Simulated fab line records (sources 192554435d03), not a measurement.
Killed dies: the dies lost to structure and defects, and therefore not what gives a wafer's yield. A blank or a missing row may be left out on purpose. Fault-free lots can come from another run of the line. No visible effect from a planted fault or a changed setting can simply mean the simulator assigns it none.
What tool caused it? / flow n5-finfet / 72 wafers from 24 lots sampled at 4 of the route's 1938 steps

== WHAT EACH GAUGE READ, for each wafer ==
N5_BEOL_M0_CUTY_CD_MEAS_57: the cd target is 200 nm.
lot=L074; measured=day 5 19:21; on=cd-sem-02; cd-nm (nm)=199.2 199.5 199.7
lot=L075; measured=day 6 04:41; on=cd-sem-03; cd-nm (nm)=200.7 200.8 200.9
lot=L076; measured=day 6 06:07; on=cd-sem-02; cd-nm (nm)=199.1 201.5 199.4
lot=L077; measured=day 7 06:24; on=cd-sem-03; cd-nm (nm)=200.5 201.0 199.9
lot=L078; measured=day 7 07:02; on=cd-sem-02; cd-nm (nm)=201.2 200.0 200.3
lot=L079; measured=day 7 07:40; on=cd-sem-02; cd-nm (nm)=199.7 200.5 200.6
lot=L080; measured=day 7 09:22; on=cd-sem-01; cd-nm (nm)=199.7 200.0 198.7
lot=L081; measured=day 7 15:44; on=cd-sem-01; cd-nm (nm)=201.7 201.3 201.4
lot=L082; measured=day 7 16:26; on=cd-sem-01; cd-nm (nm)=200.5 198.8 199.1
lot=L083; measured=day 8 00:16; on=cd-sem-03; cd-nm (nm)=198.6 200.1 200.6
lot=L084; measured=day 8 05:06; on=cd-sem-03; cd-nm (nm)=201.2 199.9 200.7
lot=L085; measured=day 8 15:24; on=cd-sem-01; cd-nm (nm)=199.2 198.3 199.2
lot=L086; measured=day 8 18:39; on=cd-sem-03; cd-nm (nm)=199.6 199.0 199.2
lot=L087; measured=day 9 04:32; on=cd-sem-01; cd-nm (nm)=201.1 200.4 200.9
lot=L088; measured=day 9 06:51; on=cd-sem-03; cd-nm (nm)=199.2 200.8 200.3
lot=L089; measured=day 9 12:14; on=cd-sem-01; cd-nm (nm)=199.6 199.2 199.6
lot=L090; measured=day 9 17:42; on=cd-sem-02; cd-nm (nm)=200.0 199.0 200.9
lot=L091; measured=day 9 21:35; on=cd-sem-02; cd-nm (nm)=201.7 200.7 199.6
lot=L092; measured=day 10 07:21; on=cd-sem-02; cd-nm (nm)=200.8 200.1 200.8
lot=L093; measured=day 10 13:18; on=cd-sem-01; cd-nm (nm)=199.0 198.9 199.7
lot=L094; measured=day 10 21:41; on=cd-sem-02; cd-nm (nm)=198.7 199.0 198.3
lot=L095; measured=day 10 23:49; on=cd-sem-03; cd-nm (nm)=200.7 200.4 201.2
lot=L096; measured=day 11 05:31; on=cd-sem-03; cd-nm (nm)=200.4 199.4 200.2
lot=L097; measured=day 11 09:57; on=cd-sem-03; cd-nm (nm)=200.5 199.9 199.2

N5_BEOL_M0_OCD_MEAS_108.
lot=L074; measured=day 5 22:07; on=ocd-01; trench-depth-nm (nm)=32.3 33.2 32.5
lot=L075; measured=day 6 05:34; on=ocd-02; trench-depth-nm (nm)=33.3 33.3 33.3
lot=L076; measured=day 6 07:56; on=ocd-02; trench-depth-nm (nm)=33.0 32.6 33.2
lot=L077; measured=day 7 07:22; on=ocd-02; trench-depth-nm (nm)=34.1 31.9 32.7
lot=L078; measured=day 7 09:17; on=ocd-01; trench-depth-nm (nm)=33.0 33.2 33.0
lot=L079; measured=day 7 09:08; on=ocd-02; trench-depth-nm (nm)=34.3 33.2 32.8
lot=L080; measured=day 7 10:22; on=ocd-01; trench-depth-nm (nm)=34.0 33.1 33.4
lot=L081; measured=day 7 17:12; on=ocd-01; trench-depth-nm (nm)=32.5 32.0 33.1
lot=L082; measured=day 7 17:34; on=ocd-01; trench-depth-nm (nm)=33.7 34.1 33.0
lot=L083; measured=day 8 02:13; on=ocd-02; trench-depth-nm (nm)=33.6 33.4 33.1
lot=L084; measured=day 8 06:26; on=ocd-02; trench-depth-nm (nm)=32.0 34.2 32.3
lot=L085; measured=day 8 17:58; on=ocd-01; trench-depth-nm (nm)=33.1 33.8 33.6
lot=L086; measured=day 8 19:59; on=ocd-01; trench-depth-nm (nm)=33.6 33.4 33.9
lot=L087; measured=day 9 05:29; on=ocd-02; trench-depth-nm (nm)=33.4 33.4 33.5
lot=L088; measured=day 9 10:59; on=ocd-01; trench-depth-nm (nm)=33.1 31.6 31.6
lot=L089; measured=day 9 13:11; on=ocd-02; trench-depth-nm (nm)=33.1 33.8 33.2
lot=L090; measured=day 9 18:50; on=ocd-02; trench-depth-nm (nm)=32.8 33.6 34.0
lot=L091; measured=day 9 23:52; on=ocd-01; trench-depth-nm (nm)=32.9 32.9 33.1
lot=L092; measured=day 10 08:57; on=ocd-01; trench-depth-nm (nm)=32.0 33.3 32.6
lot=L093; measured=day 10 16:11; on=ocd-01; trench-depth-nm (nm)=32.9 33.4 32.7
lot=L094; measured=day 10 23:11; on=ocd-02; trench-depth-nm (nm)=32.4 33.3 34.0
lot=L095; measured=day 11 01:11; on=ocd-02; trench-depth-nm (nm)=33.2 33.9 33.8
lot=L096; measured=day 11 06:27; on=ocd-01; trench-depth-nm (nm)=32.0 32.3 32.6
lot=L097; measured=day 11 11:31; on=ocd-02; trench-depth-nm (nm)=32.9 33.2 32.4

== EACH LOT AND THE TOOL THAT RAN IT (in order: tool; ch and the chambers of the sampled wafers; start) ==
lot=L074; N5_BEOL_M0_ETCH_128=rie-diel-05 ch 0,1,3, day 5 21:58; N5_BEOL_M0_STRIP_142=rie-diel-05 ch 0,1,3, day 5 22:02
lot=L075; N5_BEOL_M0_ETCH_128=rie-diel-03 ch 0,2,3, day 6 05:26; N5_BEOL_M0_STRIP_142=rie-diel-03 ch 0,2,3, day 6 05:29
lot=L076; N5_BEOL_M0_ETCH_128=rie-diel-06 ch 1,2,3, day 6 07:47; N5_BEOL_M0_STRIP_142=rie-diel-06 ch 1,2,3, day 6 07:51
lot=L077; N5_BEOL_M0_ETCH_128=rie-diel-05 ch 1,2,3, day 7 07:13; N5_BEOL_M0_STRIP_142=rie-diel-05 ch 1,2,3, day 7 07:17
lot=L078; N5_BEOL_M0_ETCH_128=rie-diel-03 ch 0,2, day 7 09:08; N5_BEOL_M0_STRIP_142=rie-diel-03 ch 0,2, day 7 09:12
lot=L079; N5_BEOL_M0_ETCH_128=rie-diel-05 ch 2,3, day 7 08:59; N5_BEOL_M0_STRIP_142=rie-diel-05 ch 2,3, day 7 09:04
lot=L080; N5_BEOL_M0_ETCH_128=rie-diel-05 ch 0,3, day 7 10:13; N5_BEOL_M0_STRIP_142=rie-diel-05 ch 0,3, day 7 10:17
lot=L081; N5_BEOL_M0_ETCH_128=rie-diel-06 ch 1,3, day 7 17:03; N5_BEOL_M0_STRIP_142=rie-diel-06 ch 1,3, day 7 17:07
lot=L082; N5_BEOL_M0_ETCH_128=rie-diel-03 ch 0,1,3, day 7 17:26; N5_BEOL_M0_STRIP_142=rie-diel-03 ch 0,1,3, day 7 17:29
lot=L083; N5_BEOL_M0_ETCH_128=rie-diel-03 ch 0,1,3, day 8 02:04; N5_BEOL_M0_STRIP_142=rie-diel-03 ch 0,1,3, day 8 02:08
lot=L084; N5_BEOL_M0_ETCH_128=rie-diel-05 ch 1,3, day 8 06:14; N5_BEOL_M0_STRIP_142=rie-diel-05 ch 1,3, day 8 06:19
lot=L085; N5_BEOL_M0_ETCH_128=rie-diel-05 ch 0,1,2, day 8 17:49; N5_BEOL_M0_STRIP_142=rie-diel-05 ch 0,1,2, day 8 17:53
lot=L086; N5_BEOL_M0_ETCH_128=rie-diel-03 ch 0,1,2, day 8 19:50; N5_BEOL_M0_STRIP_142=rie-diel-03 ch 0,1,2, day 8 19:55
lot=L087; N5_BEOL_M0_ETCH_128=rie-diel-03 ch 0,2,3, day 9 05:20; N5_BEOL_M0_STRIP_142=rie-diel-03 ch 0,2,3, day 9 05:24
lot=L088; N5_BEOL_M0_ETCH_128=rie-diel-06 ch 0,1,2, day 9 10:50; N5_BEOL_M0_STRIP_142=rie-diel-06 ch 0,1,2, day 9 10:54
lot=L089; N5_BEOL_M0_ETCH_128=rie-diel-03 ch 1,2,3, day 9 13:02; N5_BEOL_M0_STRIP_142=rie-diel-03 ch 1,2,3, day 9 13:06
lot=L090; N5_BEOL_M0_ETCH_128=rie-diel-03 ch 0,1,2, day 9 18:42; N5_BEOL_M0_STRIP_142=rie-diel-03 ch 0,1,2, day 9 18:46
lot=L091; N5_BEOL_M0_ETCH_128=rie-diel-03 ch 2,3, day 9 23:43; N5_BEOL_M0_STRIP_142=rie-diel-03 ch 2,3, day 9 23:47
lot=L092; N5_BEOL_M0_ETCH_128=rie-diel-06 ch 1,2, day 10 08:49; N5_BEOL_M0_STRIP_142=rie-diel-06 ch 1,2, day 10 08:52
lot=L093; N5_BEOL_M0_ETCH_128=rie-diel-06 ch 1,2,3, day 10 16:03; N5_BEOL_M0_STRIP_142=rie-diel-06 ch 1,2,3, day 10 16:07
lot=L094; N5_BEOL_M0_ETCH_128=rie-diel-05 ch 1,3, day 10 23:02; N5_BEOL_M0_STRIP_142=rie-diel-05 ch 1,3, day 10 23:06
lot=L095; N5_BEOL_M0_ETCH_128=rie-diel-03 ch 0,1, day 11 01:02; N5_BEOL_M0_STRIP_142=rie-diel-03 ch 0,1, day 11 01:06
lot=L096; N5_BEOL_M0_ETCH_128=rie-diel-06 ch 0,3, day 11 06:19; N5_BEOL_M0_STRIP_142=rie-diel-06 ch 0,3, day 11 06:22
lot=L097; N5_BEOL_M0_ETCH_128=rie-diel-03 ch 1,3, day 11 11:22; N5_BEOL_M0_STRIP_142=rie-diel-03 ch 1,3, day 11 11:26
- N5_BEOL_M0_ETCH_128: etches SiCN in CF4/N2, target depth 12 nm, overetch 5.1 nm, time 21.4 s.
- N5_BEOL_M0_STRIP_142: strips in N2/H2, time 10 s.

== WHAT THE TOOLS THEMSELVES READ (means of the sampled wafers that have a number; where no wafer has one, the mark that the record gives instead) ==
N5_BEOL_M0_ETCH_128.
lot=L074; tool=rie-diel-05; drypump-motor-current-A (A)=5.4; oes-product-au (a.u.)=0.49; rf-vpp-V (V)=381.5; showerhead-plenum-p-Torr (Torr)=2.19; throttle-valve-pct (%)=15.59
lot=L075; tool=rie-diel-03; drypump-motor-current-A (A)=6.0; oes-product-au (a.u.)=0.57; rf-vpp-V (V)=380.8; showerhead-plenum-p-Torr (Torr)=2.14; throttle-valve-pct (%)=15.34
lot=L076; tool=rie-diel-06; drypump-motor-current-A (A)=5.8; oes-product-au (a.u.)=0.50; rf-vpp-V (V)=379.3; showerhead-plenum-p-Torr (Torr)=2.14; throttle-valve-pct (%)=15.36
lot=L077; tool=rie-diel-05; drypump-motor-current-A (A)=5.3; oes-product-au (a.u.)=0.56; rf-vpp-V (V)=383.3; showerhead-plenum-p-Torr (Torr)=2.22; throttle-valve-pct (%)=15.32
lot=L078; tool=rie-diel-03; drypump-motor-current-A (A)=6.1; oes-product-au (a.u.)=0.54; rf-vpp-V (V)=380.1; showerhead-plenum-p-Torr (Torr)=2.13; throttle-valve-pct (%)=15.44
lot=L079; tool=rie-diel-05; drypump-motor-current-A (A)=5.5; oes-product-au (a.u.)=0.55; rf-vpp-V (V)=382.5; showerhead-plenum-p-Torr (Torr)=2.25; throttle-valve-pct (%)=15.24
lot=L080; tool=rie-diel-05; drypump-motor-current-A (A)=5.5; oes-product-au (a.u.)=0.54; rf-vpp-V (V)=381.9; showerhead-plenum-p-Torr (Torr)=2.18; throttle-valve-pct (%)=15.46
lot=L081; tool=rie-diel-06; drypump-motor-current-A (A)=6.1; oes-product-au (a.u.)=0.51; rf-vpp-V (V)=380.7; showerhead-plenum-p-Torr (Torr)=2.14; throttle-valve-pct (%)=15.34
lot=L082; tool=rie-diel-03; drypump-motor-current-A (A)=5.7; oes-product-au (a.u.)=0.62; rf-vpp-V (V)=382.7; showerhead-plenum-p-Torr (Torr)=2.19; throttle-valve-pct (%)=15.33
lot=L083; tool=rie-diel-03; drypump-motor-current-A (A)=5.7; oes-product-au (a.u.)=0.61; rf-vpp-V (V)=381.9; showerhead-plenum-p-Torr (Torr)=2.18; throttle-valve-pct (%)=15.36
lot=L084; tool=rie-diel-05; drypump-motor-current-A (A)=5.2; oes-product-au (a.u.)=0.54; rf-vpp-V (V)=381.6; showerhead-plenum-p-Torr (Torr)=2.18; throttle-valve-pct (%)=15.46
lot=L085; tool=rie-diel-05; drypump-motor-current-A (A)=5.5; oes-product-au (a.u.)=0.50; rf-vpp-V (V)=382.8; showerhead-plenum-p-Torr (Torr)=2.22; throttle-valve-pct (%)=15.40
lot=L086; tool=rie-diel-03; drypump-motor-current-A (A)=5.9; oes-product-au (a.u.)=0.57; rf-vpp-V (V)=381.6; showerhead-plenum-p-Torr (Torr)=2.17; throttle-valve-pct (%)=15.42
lot=L087; tool=rie-diel-03; drypump-motor-current-A (A)=6.0; oes-product-au (a.u.)=0.55; rf-vpp-V (V)=379.9; showerhead-plenum-p-Torr (Torr)=2.13; throttle-valve-pct (%)=15.41
lot=L088; tool=rie-diel-06; drypump-motor-current-A (A)=5.3; oes-product-au (a.u.)=0.55; rf-vpp-V (V)=383.6; showerhead-plenum-p-Torr (Torr)=2.27; throttle-valve-pct (%)=15.33
lot=L089; tool=rie-diel-03; drypump-motor-current-A (A)=5.7; oes-product-au (a.u.)=0.58; rf-vpp-V (V)=380.8; showerhead-plenum-p-Torr (Torr)=2.17; throttle-valve-pct (%)=15.39
lot=L090; tool=rie-diel-03; drypump-motor-current-A (A)=5.9; oes-product-au (a.u.)=0.55; rf-vpp-V (V)=382.1; showerhead-plenum-p-Torr (Torr)=2.16; throttle-valve-pct (%)=15.43
lot=L091; tool=rie-diel-03; drypump-motor-current-A (A)=6.0; oes-product-au (a.u.)=0.52; rf-vpp-V (V)=380.1; showerhead-plenum-p-Torr (Torr)=2.12; throttle-valve-pct (%)=15.44
lot=L092; tool=rie-diel-06; drypump-motor-current-A (A)=5.5; oes-product-au (a.u.)=0.56; rf-vpp-V (V)=384.2; showerhead-plenum-p-Torr (Torr)=2.24; throttle-valve-pct (%)=15.18
lot=L093; tool=rie-diel-06; drypump-motor-current-A (A)=5.9; oes-product-au (a.u.)=0.54; rf-vpp-V (V)=383.0; showerhead-plenum-p-Torr (Torr)=2.21; throttle-valve-pct (%)=15.27
lot=L094; tool=rie-diel-05; drypump-motor-current-A (A)=5.2; oes-product-au (a.u.)=0.55; rf-vpp-V (V)=381.5; showerhead-plenum-p-Torr (Torr)=2.16; throttle-valve-pct (%)=15.46
lot=L095; tool=rie-diel-03; drypump-motor-current-A (A)=5.8; oes-product-au (a.u.)=0.56; rf-vpp-V (V)=381.8; showerhead-plenum-p-Torr (Torr)=2.17; throttle-valve-pct (%)=15.44
lot=L096; tool=rie-diel-06; drypump-motor-current-A (A)=6.0; oes-product-au (a.u.)=0.54; rf-vpp-V (V)=381.1; showerhead-plenum-p-Torr (Torr)=2.15; throttle-valve-pct (%)=15.39
lot=L097; tool=rie-diel-03; drypump-motor-current-A (A)=5.5; oes-product-au (a.u.)=0.58; rf-vpp-V (V)=381.8; showerhead-plenum-p-Torr (Torr)=2.18; throttle-valve-pct (%)=15.36

N5_BEOL_M0_STRIP_142.
lot=L074; tool=rie-diel-05; drypump-motor-current-A (A)=5.4; oes-product-au (a.u.)=0.72; rf-vpp-V (V)=59.5; showerhead-plenum-p-Torr (Torr)=2.51; throttle-valve-pct (%)=23.72
lot=L075; tool=rie-diel-03; drypump-motor-current-A (A)=6.0; oes-product-au (a.u.)=0.85; rf-vpp-V (V)=58.8; showerhead-plenum-p-Torr (Torr)=2.46; throttle-valve-pct (%)=23.57
lot=L076; tool=rie-diel-06; drypump-motor-current-A (A)=5.8; oes-product-au (a.u.)=0.74; rf-vpp-V (V)=58.7; showerhead-plenum-p-Torr (Torr)=2.45; throttle-valve-pct (%)=23.28
lot=L077; tool=rie-diel-05; drypump-motor-current-A (A)=5.4; oes-product-au (a.u.)=0.82; rf-vpp-V (V)=59.2; showerhead-plenum-p-Torr (Torr)=2.55; throttle-valve-pct (%)=23.54
lot=L078; tool=rie-diel-03; drypump-motor-current-A (A)=6.1; oes-product-au (a.u.)=0.79; rf-vpp-V (V)=58.2; showerhead-plenum-p-Torr (Torr)=2.45; throttle-valve-pct (%)=23.56
lot=L079; tool=rie-diel-05; drypump-motor-current-A (A)=5.5; oes-product-au (a.u.)=0.82; rf-vpp-V (V)=59.4; showerhead-plenum-p-Torr (Torr)=2.58; throttle-valve-pct (%)=23.38
lot=L080; tool=rie-diel-05; drypump-motor-current-A (A)=5.5; oes-product-au (a.u.)=0.79; rf-vpp-V (V)=59.1; showerhead-plenum-p-Torr (Torr)=2.51; throttle-valve-pct (%)=23.63
lot=L081; tool=rie-diel-06; drypump-motor-current-A (A)=6.1; oes-product-au (a.u.)=0.74; rf-vpp-V (V)=58.6; showerhead-plenum-p-Torr (Torr)=2.45; throttle-valve-pct (%)=23.25
lot=L082; tool=rie-diel-03; drypump-motor-current-A (A)=5.7; oes-product-au (a.u.)=0.91; rf-vpp-V (V)=59.2; showerhead-plenum-p-Torr (Torr)=2.51; throttle-valve-pct (%)=23.58
lot=L083; tool=rie-diel-03; drypump-motor-current-A (A)=5.7; oes-product-au (a.u.)=0.90; rf-vpp-V (V)=58.3; showerhead-plenum-p-Torr (Torr)=2.51; throttle-valve-pct (%)=23.59
lot=L084; tool=rie-diel-05; drypump-motor-current-A (A)=5.2; oes-product-au (a.u.)=0.79; rf-vpp-V (V)=59.6; showerhead-plenum-p-Torr (Torr)=2.51; throttle-valve-pct (%)=23.71
lot=L085; tool=rie-diel-05; drypump-motor-current-A (A)=5.5; oes-product-au (a.u.)=0.72; rf-vpp-V (V)=58.8; showerhead-plenum-p-Torr (Torr)=2.55; throttle-valve-pct (%)=23.49
lot=L086; tool=rie-diel-03; drypump-motor-current-A (A)=5.9; oes-product-au (a.u.)=0.84; rf-vpp-V (V)=59.4; showerhead-plenum-p-Torr (Torr)=2.49; throttle-valve-pct (%)=23.68
lot=L087; tool=rie-diel-03; drypump-motor-current-A (A)=6.0; oes-product-au (a.u.)=0.80; rf-vpp-V (V)=59.1; showerhead-plenum-p-Torr (Torr)=2.45; throttle-valve-pct (%)=23.61
lot=L088; tool=rie-diel-06; drypump-motor-current-A (A)=5.4; oes-product-au (a.u.)=0.80; rf-vpp-V (V)=59.5; showerhead-plenum-p-Torr (Torr)=2.62; throttle-valve-pct (%)=23.39
lot=L089; tool=rie-diel-03; drypump-motor-current-A (A)=5.7; oes-product-au (a.u.)=0.85; rf-vpp-V (V)=58.8; showerhead-plenum-p-Torr (Torr)=2.50; throttle-valve-pct (%)=23.75
lot=L090; tool=rie-diel-03; drypump-motor-current-A (A)=5.9; oes-product-au (a.u.)=0.82; rf-vpp-V (V)=58.6; showerhead-plenum-p-Torr (Torr)=2.49; throttle-valve-pct (%)=23.70
lot=L091; tool=rie-diel-03; drypump-motor-current-A (A)=6.0; oes-product-au (a.u.)=0.77; rf-vpp-V (V)=59.7; showerhead-plenum-p-Torr (Torr)=2.44; throttle-valve-pct (%)=23.76
lot=L092; tool=rie-diel-06; drypump-motor-current-A (A)=5.5; oes-product-au (a.u.)=0.80; rf-vpp-V (V)=59.7; showerhead-plenum-p-Torr (Torr)=2.59; throttle-valve-pct (%)=23.15
lot=L093; tool=rie-diel-06; drypump-motor-current-A (A)=5.8; oes-product-au (a.u.)=0.79; rf-vpp-V (V)=59.9; showerhead-plenum-p-Torr (Torr)=2.54; throttle-valve-pct (%)=23.25
lot=L094; tool=rie-diel-05; drypump-motor-current-A (A)=5.2; oes-product-au (a.u.)=0.83; rf-vpp-V (V)=59.8; showerhead-plenum-p-Torr (Torr)=2.49; throttle-valve-pct (%)=23.79
lot=L095; tool=rie-diel-03; drypump-motor-current-A (A)=5.8; oes-product-au (a.u.)=0.84; rf-vpp-V (V)=59.8; showerhead-plenum-p-Torr (Torr)=2.49; throttle-valve-pct (%)=23.59
lot=L096; tool=rie-diel-06; drypump-motor-current-A (A)=6.0; oes-product-au (a.u.)=0.79; rf-vpp-V (V)=58.9; showerhead-plenum-p-Torr (Torr)=2.47; throttle-valve-pct (%)=23.46
lot=L097; tool=rie-diel-03; drypump-motor-current-A (A)=5.5; oes-product-au (a.u.)=0.88; rf-vpp-V (V)=57.8; showerhead-plenum-p-Torr (Torr)=2.51; throttle-valve-pct (%)=23.67

== THE ANSWER, worked out from the rows above alone ==
Rule: the lots themselves supply what counts as usual. Put in order of their means at a reading, lots are off if they are a third of the lots or fewer, leave a main group of 4 or more, and stand apart from it by a gap of 3 or more times the standard deviation of the main group's means; of several such gaps the widest counts. If all means in a main group match to the digits the tables above print for the reading, that group is not used. Also off: a lot with no number at a reading for which 4 or more lots have one. The other lots that the step has rows for count as sound. The gauges are gone through in route order, then the tools' own readings, and for those a lot's mean is taken as printed above. At the first step where some lot is off, the reading lying furthest off is the one used; lots without a number count as furthest.
Across all readings shown, no lot is off: no conclusion can be drawn from this.

== WHAT THE SIMULATOR HAD INSERTED ==
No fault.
